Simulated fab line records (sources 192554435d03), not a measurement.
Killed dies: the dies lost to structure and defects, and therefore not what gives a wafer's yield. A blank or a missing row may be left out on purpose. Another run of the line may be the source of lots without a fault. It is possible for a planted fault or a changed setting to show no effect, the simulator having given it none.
fab line records | flow n5-finfet | part 1 of 2: steps 1 to 26 of 27
record: lots: 6 wafers: 18 last-day: 19
route steps=1938 shown BEOL_M0@719 BEOL_M4@1111 PASSIVATION@1936
lots untouched by any fault: they come from a run of this same line in which no faults occurred
start-h: start of the lot's first displayed wafer, in hours after the record's first day | wait-h: hours since the lot's step before | " identical to the entry in the row above | L1.1+2: several wafers, shown together as one row | - no value, or no start given | * or withheld: withheld | < > ~ a bound
route shown NAME@n: names a module that has steps shown in the file, with the first one's number in the route | usual: mean/standard deviation of fault-free wafers | same: alike in all rows | chamber/n: place in a boat | sites: each site's reading | _std_site: their standard deviation | _edge_site: outer sites' mean less inner sites' | radius-mm: for every site, how far away it sits from the centre of the wafer | mask NAME#n: copy n | behind: tool/chamber where the wafer was last shaped | hold: cause of the lot's hold/its duration in hours/its outcome | device: the transistor (n, p or np) that didn't switch | end of line: tests of these same wafers at the route's end | a step without rows: its recipe alone | killed: not the wafer's yield, but the dies lost to structure and defects at the first sort | map: shows each die of a wafer: x if killed, . if not, _ if none is there
set.NAME: the setting that was run; set.NAME@STEP: the one run at that earlier step | model.NAME: the simulator's own value behind a step, which no gauge read
lots seen at some steps along the route; tables by step, rows by wafer
services: when a tool's chamber went out of use (start-h, in hours from the record's first day, below 0 if earlier), for how many hours, and the reason
== steps ==
step: N5_BEOL_M0_WET_ETCH_106
recipe: chemistry: DHF dilution: 10:1 temp-c: 25 target: SiO2 target-depth-a: 1300 dry: ipa-marangoni rinse-time-s: 30 rinse-temp-c: 23
step: N5_BEOL_M0_ETCH_128
recipe: chemistry: CF4/N2 target-depth-a: 120 overetch-a: 51 target: SiCN time-s: 21.4 ion-energy-ev: 150 pressure-mtorr: 40 source-w: 430 bias-w: 70 Ar_flow_sccm: 100 cf4-flow-sccm: 60 n2-flow-sccm: 60
step: N5_BEOL_M0_TRENCH_ETCH_107
recipe: chemistry: C4F6/O2 target-depth-a: 328 target: SiOC time-s: 16.4 ion-energy-ev: 250 pressure-mtorr: 30 source-w: 355 bias-w: 185 Ar_flow_sccm: 300 C4F6_flow_sccm: 10 O2_flow_sccm: 10
usual: drypump-motor-current-A: 5.6/0.38 oes-product-au: 0.82/0.098 rf-fwd-power-W: 347.9/1.8 rf-vpp-V: 666/17 showerhead-plenum-p-Torr: 2.89/0.077 throttle-valve-pct: 20.7/0.34
columns lot.wafer tool chamber start-h wait-h drypump-motor-current-A oes-product-au rf-fwd-power-W rf-hours-counter-h rf-vpp-V showerhead-plenum-p-Torr throttle-valve-pct
L386.3 rie-diel-01 0 152.34 0.0 5.9 0.93 351.3 9 667 3.05 20.5
L386.5 " 0 " " 5.9 0.93 350.5 - 667 3.05 20.5
L386.6 " 3 " " 5.2 0.89 348.7 - 644 2.91 20.6
L387.1 rie-diel-04 3 156.11 0.0 5.5 0.96 349.2 1 702 2.92 20.4
L387.5 " 1 " " 6.2 0.74 349.3 - 663 2.97 21.3
L387.6 " 3 " " 5.5 0.97 347.6 - 703 2.92 20.4
L392.1 rie-diel-04 3 191.83 0.0 5.5 0.91 350.0 14 700 2.91 20.4
L392.4 " 0 " " 6.1 0.93 348.8 31 675 2.90 20.3
L392.6 " 3 " " 5.5 0.92 349.0 - 701 2.91 20.4
L395.1 rie-diel-01 1 214.92 0.0 5.3 0.70 348.7 220 665 2.94 21.0
L395.4 " 2 " " 5.9 0.80 351.7 77 652 2.97 20.4
L395.6 " 0 " " 5.9 0.87 349.2 - 666 3.04 20.5
L401.1 rie-diel-06 2 238.56 0.0 5.6 0.93 346.7 11 638 2.91 20.4
L401.4 " 3 " " 4.9 0.68 348.1 227 661 2.71 20.9
L401.5 " 1 " " 5.6 0.78 345.2 - 673 2.86 21.0
L402.3 rie-diel-06 3 246.08 0.0 4.9 0.68 347.6 230 661 2.71 20.8
L402.5 " 3 " " 4.9 0.68 348.8 - 660 2.71 20.9
L402.6 " 2 " " 5.6 0.92 347.5 - 638 2.91 20.4
step: N5_BEOL_M0_STRIP_142
recipe: chemistry: N2/H2 time-s: 10 power-w: 450 temp-c: 40 pressure-mtorr: 20 rf-frequency-hz: 6e+07 bias-power-w: 7 n2-flow-sccm: 200 h2-flow-sccm: 200
step: N5_BEOL_M0_OCD_MEAS_108
usual: trench-depth-nm: 32.7/0.57
columns lot.wafer tool chamber start-h wait-h trench-depth-nm
L386.3 ocd-01 - 152.45 0.1 33.2
L386.5 " - " " 32.7
L386.6 " - " " 33.8
L387.1 ocd-02 - 156.22 0.1 32.7
L387.5 " - " " 33.1
L387.6 " - " " 33.5
L392.1 ocd-02 - 191.94 0.1 32.7
L392.4 " - " " 32.7
L392.6 " - " " 34.1
L395.1 ocd-02 - 215.03 0.1 32.4
L395.4 " - " " 32.0
L395.6 " - " " 32.1
L401.1 ocd-01 - 238.66 0.1 32.6
L401.4 " - " " 31.5
L401.5 " - " " 32.5
L402.3 ocd-01 - 246.18 0.1 31.7
L402.5 " - " " 32.0
L402.6 " - " " 33.4
step: N5_BEOL_M0_HM_STRIP_129
recipe: chemistry: peroxide-tin-strip material: TiN target-depth-a: 170 temp-c: 50 time-s: 108
step: N5_BEOL_M0_SRD_130
recipe: time-s: 30 temp-c: 23 rinse-liquid: diw dry: ipa-marangoni
step: N5_BEOL_M0_ETCH_109
recipe: chemistry: CH3F/O2 target-depth-a: 80 overetch-a: 24 target: SiCN time-s: 27.4 ion-energy-ev: 120 pressure-mtorr: 30 source-w: 395 bias-w: 75 Ar_flow_sccm: 150 CH3F_flow_sccm: 30 O2_flow_sccm: 20
step: N5_BEOL_M0_STRIP_139
recipe: chemistry: post-etch-residue-remover time-s: 60 temp-c: 25 remover-ph: withheld remover-water-wt-pct: withheld remover-fluoride-wt-pct: withheld
step: N5_BEOL_M0_SRD_111
recipe: time-s: 30 temp-c: 23 rinse-liquid: diw dry: ipa-marangoni
step: N5_BEOL_M0_DEGAS_112
recipe: ambient: vacuum temp-c: 250 time-s: 60
usual: heater-power-w: 337/34 susceptor-temp-C: 249.99/0.17
columns lot.wafer tool chamber start-h wait-h heater-power-w susceptor-temp-C
L386.3 pvd-sputter-01 - 152.77 0.1 355 249.86
L386.5 " - " " 342 249.89
L386.6 " - " " 287 249.91
L387.1 pvd-sputter-02 - 159.20 2.7 387 250.02
L387.5 " - " " 348 249.76
L387.6 " - " " 381 249.96
L392.1 pvd-sputter-02 - 192.58 0.4 316 250.02
L392.4 " - " " 333 250.33
L392.6 " - " " 314 250.12
L395.1 pvd-sputter-03 - 215.81 0.2 327 249.95
L395.4 " - " " 402 249.81
L395.6 " - " " 296 249.88
L401.1 pvd-sputter-03 - 240.18 1.3 401 250.11
L401.4 " - " " 322 250.01
L401.5 " - " " 297 250.08
L402.3 pvd-sputter-02 - 246.52 0.1 350 250.09
L402.5 " - " " 385 250.39
L402.6 " - " " 323 250.11
step: N5_BEOL_M0_PRE_CLEAN_113
recipe: gas: H2/He time-s: 30 temp-c: 250
step: N5_BEOL_M0_ALD_136
recipe: material: TaN target-thk-a: * temp-c: 275 ald-precursor-family: PDMAT ald-co-reactant: NH3 pressure-torr: 3 carrier-flow-sccm: 1500 pulse-time-s: 2 purge-time-s: 3 co-reactant-purge-time-s: 2 co-reactant-pulse-time-s: 3 ald-cycles: 30 precursor-vessel-temp-c: 75 precursor-vessel-pressure-torr: 26.25 precursor-vessel-carrier-sccm: 1000
usual: ald-cycles: 30/0 chamber-pressure-Torr: 3.001/0.0063 co-reactant-purge-time-s: 2/0 heater-power-outer-w: 233/26 heater-power-w: 414/43 susceptor-temp-C: 275.00/0.2
columns lot.wafer tool chamber start-h wait-h ald-cycles chamber-pressure-Torr co-reactant-purge-time-s heater-power-outer-w heater-power-w susceptor-temp-C
L386.3 ald-metal-02 0 152.91 0.1 30 3.000 2 262 443 275.27
L386.5 " 2 " " 30 3.005 2 213 366 274.80
L386.6 " 3 " " 30 3.000 2 278 490 275.01
L387.1 ald-metal-04 0 159.30 0.0 30 2.994 2 215 413 274.92
L387.5 " 2 " " 30 3.005 2 198 360 274.95
L387.6 " 3 " " 30 3.009 2 249 450 274.77
L392.1 ald-metal-01 0 192.70 0.1 30 3.009 2 195 351 275.23
L392.4 " 3 " " 30 3.005 2 236 420 274.74
L392.6 " 2 " " 30 3.000 2 255 432 275.12
L395.1 ald-metal-01 2 215.91 0.0 30 3.006 2 256 447 275.43
L395.4 " 3 " " 30 3.010 2 233 436 274.99
L395.6 " 1 " " 30 2.984 2 213 355 274.70
L401.1 ald-metal-02 0 240.28 0.0 - - - - - -
L401.4 " 0 " " - - - - - -
L401.5 " 1 " " - - - - - -
L402.3 ald-metal-02 3 246.66 0.1 - - - - - -
L402.5 " 0 " " - - - - - -
L402.6 " 1 " " - - - - - -
step: N5_BEOL_M0_SURFACE_TREAT_137
recipe: gas: Ar time-s: * ion-energy-ev: * ion-current-ma-cm2: 0.5 pressure-mtorr: * ar-flow-sccm: 30
step: N5_BEOL_M0_CVD_115
recipe: material: Co target-thk-a: * temp-c: withheld precursor: CCTBA/H2 pressure-torr: 30 time-s: 120
step: N5_BEOL_M0_SPUTTER_116
recipe: material: Cu target-thk-a: 40 temp-c: -20 chamber-pressure-pa: 0.07 power-w: withheld time-s: 7.37
usual: chamber-pressure-pa: 0.06999/0.00014 susceptor-temp-C: -20.00/0.097 throttle-valve-pct: 29.7/0.67
columns lot.wafer tool chamber start-h wait-h chamber-pressure-pa susceptor-temp-C throttle-valve-pct
L386.3 pvd-sputter-02 - 155.38 1.7 0.06977 -19.78 29.2
L386.5 " - " " 0.06999 -19.93 29.5
L386.6 " - " " 0.06993 -19.94 30.0
L387.1 pvd-sputter-02 - 159.84 0.1 0.06988 -20.10 29.1
L387.5 " - " " 0.06996 -19.97 29.7
L387.6 " - " " 0.06983 -20.13 29.0
L392.1 pvd-sputter-01 - 193.30 0.1 0.07002 -20.04 31.2
L392.4 " - " " 0.07013 -19.85 30.3
L392.6 " - " " 0.06994 -20.12 31.6
L395.1 pvd-sputter-02 - 216.30 0.1 0.06992 -20.01 28.8
L395.4 " - " " 0.06981 -20.12 30.0
L395.6 " - " " 0.06991 -19.97 29.6
L401.1 pvd-sputter-02 - 240.76 0.1 0.06992 -20.10 29.9
L401.4 " - " " 0.0701 -20.05 29.9
L401.5 " - " " 0.0699 -20.16 30.1
L402.3 pvd-sputter-03 - 248.51 0.1 0.07004 -20.05 29.9
L402.5 " - " " 0.07007 -19.94 29.1
L402.6 " - " " 0.06994 -20.17 29.7
step: N5_BEOL_M0_ANNEAL_117
recipe: temp-c: 400 time-s: 60 ambient: vacuum
step: N5_BEOL_M0_SPUTTER_132
recipe: material: Cu target-thk-a: 40 temp-c: -20 chamber-pressure-pa: 0.07 power-w: withheld time-s: 7.37
step: N5_BEOL_M0_ANNEAL_133
recipe: temp-c: 400 time-s: 60 ambient: vacuum
step: N5_BEOL_M0_SPUTTER_134
recipe: material: Cu target-thk-a: 40 temp-c: -20 chamber-pressure-pa: 0.07 power-w: withheld time-s: 7.37
step: N5_BEOL_M0_ANNEAL_135
recipe: temp-c: 400 time-s: 60 ambient: vacuum
step: N5_BEOL_M0_SPUTTER_141
recipe: material: Cu target-thk-a: 40 temp-c: -20 chamber-pressure-pa: 0.07 power-w: withheld time-s: 7.37
usual: chamber-pressure-pa: 0.06998/0.00014 susceptor-temp-C: -19.99/0.1 throttle-valve-pct: 29.7/0.66
columns lot.wafer tool chamber start-h wait-h chamber-pressure-pa susceptor-temp-C throttle-valve-pct
L386.3 pvd-sputter-02 - 155.74 0.0 0.06998 -20.03 29.1
L386.5 " - " " 0.06986 -19.81 29.6
L386.6 " - " " 0.06986 -19.85 29.8
L387.1 pvd-sputter-02 - 160.20 0.0 0.07012 -19.96 28.9
L387.5 " - " " 0.06967 -20.03 29.7
L387.6 " - " " 0.06979 -20.07 28.9
L392.1 pvd-sputter-01 - 193.66 0.0 0.06999 -20.06 31.0
L392.4 " - " " 0.06991 -19.88 30.2
L392.6 " - " " 0.06998 -20.09 31.2
L395.1 pvd-sputter-02 - 216.66 0.0 0.06983 -19.94 29.0
L395.4 " - " " 0.07018 -19.99 29.8
L395.6 " - " " 0.06999 -20.22 29.8
L401.1 pvd-sputter-02 - 241.12 0.0 0.06994 -20.09 30.1
L401.4 " - " " 0.07012 -19.98 29.8
L401.5 " - " " 0.06994 -20.05 29.8
L402.3 pvd-sputter-03 - 248.87 0.0 0.06958 -20.03 30.0
L402.5 " - " " 0.06994 -20.09 29.5
L402.6 " - " " 0.06991 -20.05 29.7
step: N5_BEOL_M0_ECD_118
recipe: material: Cu target-thk-a: 3000
step: N5_BEOL_M0_ANNEAL_119
recipe: temp-c: 225 time-s: 90 ambient: N2
usual: wafer_temp_C_max: 226.3/0.34
columns lot.wafer tool chamber start-h wait-h wafer_temp_C_max
L386.3 rtp-anneal-02 0 156.16 0.3 226.4
L386.5 " 0 " " 226.3
L386.6 " 0 " " 226.2
L387.1 rtp-anneal-01 0 160.39 0.1 225.8
L387.5 " 0 " " 226.1
L387.6 " 0 " " 226.0
L392.1 rtp-anneal-01 0 194.09 0.3 226.2
L392.4 " 0 " " 226.3
L392.6 " 0 " " 226.4
L395.1 rtp-anneal-01 0 216.86 0.1 226.4
L395.4 " 0 " " 225.8
L395.6 " 0 " " 226.0
L401.1 rtp-anneal-02 0 241.35 0.1 226.4
L401.4 " 0 " " 226.9
L401.5 " 0 " " 226.3
L402.3 rtp-anneal-02 0 249.16 0.1 226.6
L402.5 " 0 " " 226.6
L402.6 " 0 " " 226.9
step: N5_BEOL_M0_CMP_120
recipe: stop-on: SiOC t-overpolish-s: 6.9 down-force-psi: 1 platen-rpm: 50 clearing-platen-down-force-psi: 1.5 clearing-platen-rpm: 50 post-cmp-clean: cu-alkaline clearing-platen-pad-velocity-m-s: 0.99484 pad-velocity-m-s: 0.99484
usual: barrier-field-endpoint-s: 3.67/0.13 motor-current-A: 6.0/0.41 slurry-flow-ml-min: 150.0/0.47
columns lot.wafer tool chamber start-h wait-h barrier-field-endpoint-s motor-current-A slurry-flow-ml-min
L386.3 cmp-01 1 156.41 0.2 3.44 5.8 150.5
L386.6 " 0 " " 3.51 5.8 150.3
L386.5 " 1 " " 3.49 5.8 150.0
L387.1 cmp-01 1 160.78 0.3 3.62 5.9 150.4
L387.5 " 3 " " 3.62 6.6 149.8
L387.6 " 0 " " 3.40 6.3 150.7
L392.1 cmp-01 0 194.46 0.3 3.66 5.9 149.4
L392.4 " 1 " " 3.76 5.9 149.3
L392.6 " 2 " " 3.61 5.5 150.4
L395.4 cmp-04 0 217.15 0.1 3.73 5.3 150.4
L395.1 " 1 " " 3.80 5.4 150.1
L395.6 " 1 " " 3.82 5.5 150.1
L401.1 cmp-01 2 241.83 0.4 1.95 5.6 149.9
L401.4 " 1 " " 1.91 5.9 150.3
L401.5 " 3 " " 2.17 6.6 149.1
L402.3 cmp-03 0 249.45 0.3 2.06 6.5 149.7
L402.6 " 2 " " 1.91 6.4 150.6
L402.5 " 3 " " 2.09 6.2 149.9
step: N5_BEOL_M4_RC_MEAS_101
usual: DIBL_N: 36.0/1.9 DIBL_P: 35.6/2.2 IOFF_N: 0.15/0.031 IOFF_P: 0.19/0.032 ION_N: 668/11 ION_P: 455/7.2 SS_N: 71.5/0.65 SS_P: 73.4/0.64 VT_N: 251/3.6 VT_P: -253/3.3
columns lot.wafer tool chamber start-h wait-h DIBL_N[mV/V] DIBL_P[mV/V] IOFF_N[nA/um] IOFF_P[nA/um] ION_N[uA/um] ION_P[uA/um] SS_N[mV/dec] SS_P[mV/dec] VT_N[mV] VT_P[mV]
L386.3 prober-01 0 241.53 0.3 37.3 38.6 0.19 0.22 679 465 72.7 73.5 245 -250
L386.5 " 0 " " 36.6 38.7 0.17 0.22 670 462 71.8 73.1 251 -251
L386.6 " 0 " " 39.4 41.2 0.22 0.26 690 468 72.8 74.9 245 -248
L387.1 prober-01 0 245.98 0.0 34.8 33.2 0.11 0.16 650 446 70.3 72.5 256 -258
L387.5 " 0 " " 35.6 34.2 0.12 0.16 651 445 71.3 72.6 255 -252
L387.6 " 0 " " 34.7 33.7 0.12 0.16 650 447 70.7 72.6 256 -258
L392.1 prober-01 0 295.21 0.0 35.4 33.1 0.12 0.16 665 460 71.2 73.1 253 -253
L392.4 " 0 " " 39.6 37.9 0.19 0.23 675 458 72.4 74.5 248 -250
L392.6 " 0 " " 34.6 32.3 0.11 0.15 647 444 71.0 72.8 258 -255
L395.1 prober-01 0 305.61 0.0 37.3 40.1 0.18 0.23 659 450 72.7 75.0 249 -251
L395.4 " 0 " " 36.8 37.6 0.17 0.18 673 447 71.9 72.8 249 -256
L395.6 " 0 " " 33.6 34.6 0.13 0.15 657 451 71.3 72.6 253 -257
== key ==
first-sign: step: N5_BEOL_M0_ALD_136 reading: tool-record direction: missing
effect: step: N5_BEOL_M0_CMP_120 reading: barrier-field-endpoint-s direction: down sigmas: 13 usual: 3.67 struck: 2.02
effect: step: N5_PASSIVATION_PROBE_49 reading: killed_at_M0_to_M3 direction: up sigmas: 99+ usual: 34 struck: 1116
more-kills-born-at: N5_BEOL_M0_ALD_136@ald-metal-02: 6525
met-at N5_BEOL_M0_ALD_136
struck-wafers L401.1,L401.4,L401.5,L402.3,L402.5,L402.6
later-rows-left-out L401.1,L401.4,L401.5,L402.3,L402.5,L402.6
onset-between 152.91 240.28
fault: kind: skipped-step-whole tool: ald-metal-02 chamber: - onset-h: 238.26 steps: N5_BEOL_M0_ALD_136 scope: struck-lots-only
later-rows-left-out: the simulator's readings of these wafers behind a module that went badly wrong aren't trusted and aren't shown, but for the sort
